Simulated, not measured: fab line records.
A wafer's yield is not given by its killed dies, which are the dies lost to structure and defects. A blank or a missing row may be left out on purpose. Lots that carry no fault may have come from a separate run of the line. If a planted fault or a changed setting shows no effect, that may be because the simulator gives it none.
A struck lot beside a sound one + flow n5_finfet + 16 out of 1938 route steps
Sound: wafers L768.2, L768.4, L768.5. The struck wafers were L782.1, L782.3, L782.6. The cause comes at the end.
At each step with rows: each side's tool, then ch and its chambers, then its first start. Under that, the readings that differ: sound wafers + struck wafers + difference of the means + sigmas: that difference in standard deviations of wafers without a fault.
alike: same words and numbers on both sides, and readings whose means sit less than 2 such deviations apart. not compared: any withheld reading, any reading some wafer has no value for, any bound like >300 that may hide the same value, and any number with overlapping values for which the record gives no deviation.
A row with sigmas, a row that says differs or no value, or rows on one side alone: a step with any of these is where the two part. Non-overlapping numbers with no deviation appear without sigmas and do not part them. Lack of a reading on every wafer of one side parts them only where that side has two or more wafers.

first, 3 steps without rows for these wafers: N5_BEOL_M4_ALD_84 (deposits TaN, pulse time 2 s, purge time 3 s, co reactant purge time 2 s); N5_BEOL_M4_SURFACE_TREAT_85; N5_BEOL_M4_CVD_47 (deposits Co from CCTBA/H2, target thk 3 nm, time 223.8 s).
N5_BEOL_M4_SPUTTER_48: material Cu, target thk 4.5 nm, time 8.29 s.
  sound: pvd_sputter-03 at day 9 08:32; struck: pvd_sputter-03 at day 12 17:35
  alike: chamber_pressure_pa, throttle_valve_pct
then, 1 step without rows for these wafers: N5_BEOL_M4_ANNEAL_49 (time 240 s).
N5_BEOL_M4_SPUTTER_79: material Cu, target thk 4.5 nm, time 8.29 s.
  sound: pvd_sputter-03 at day 9 08:46; struck: pvd_sputter-03 at day 12 17:49
  alike: chamber_pressure_pa, throttle_valve_pct
then, 2 steps without rows for these wafers: N5_BEOL_M4_ANNEAL_80 (time 240 s); N5_BEOL_M4_SPUTTER_81 (material Cu, target thk 4.5 nm, time 8.29 s).
N5_BEOL_M4_ANNEAL_82: time 240 s.
  sound: pvd_sputter-03 at day 9 09:04; struck: pvd_sputter-03 at day 12 18:07
  alike: heater_power_w, susceptor_temp_C
N5_BEOL_M4_SPUTTER_86: material Cu, target thk 4.5 nm, time 8.29 s.
  sound: pvd_sputter-03 at day 9 09:12; struck: pvd_sputter-03 at day 12 18:15
  alike: chamber_pressure_pa, throttle_valve_pct
then, 1 step without rows for these wafers: N5_BEOL_M4_ANNEAL_87 (time 240 s).
N5_BEOL_M4_SPUTTER_88: material Cu, target thk 4.5 nm, time 8.29 s.
  sound: pvd_sputter-03 at day 9 09:25; struck: pvd_sputter-03 at day 12 18:28
  alike: chamber_pressure_pa, throttle_valve_pct
N5_BEOL_M4_ANNEAL_89: time 240 s.
  sound: pvd_sputter-03 at day 9 09:30; struck: pvd_sputter-03 at day 12 18:33
  no value came back on the struck wafers for heater_power_w (W), susceptor_temp_C (C); on the sound wafers heater_power_w (W) reads 1084 860 848
then, 1 step without rows for these wafers: N5_BEOL_M4_SPUTTER_90 (material Cu, target thk 4.5 nm, time 8.29 s).
N5_BEOL_M4_RC_MEAS_101:
  sound on prober-01 ch 0, day 9 11:44; struck on prober-01 ch 0, day 12 20:31
  alike: DIBL_N, DIBL_P, IOFF_N, IOFF_P, ION_N, ION_P, SS_N, SS_P, VT_N, VT_P
following that, these wafers have no rows for 1 step: N5_PASSIVATION_PROBE_49.

## WHERE THEY PART
Only at N5_BEOL_M4_ANNEAL_89, as far as this record shows. Later steps at which nothing parts them and some readings are alike: N5_BEOL_M4_RC_MEAS_101.

WHY: whatever the simulator had introduced
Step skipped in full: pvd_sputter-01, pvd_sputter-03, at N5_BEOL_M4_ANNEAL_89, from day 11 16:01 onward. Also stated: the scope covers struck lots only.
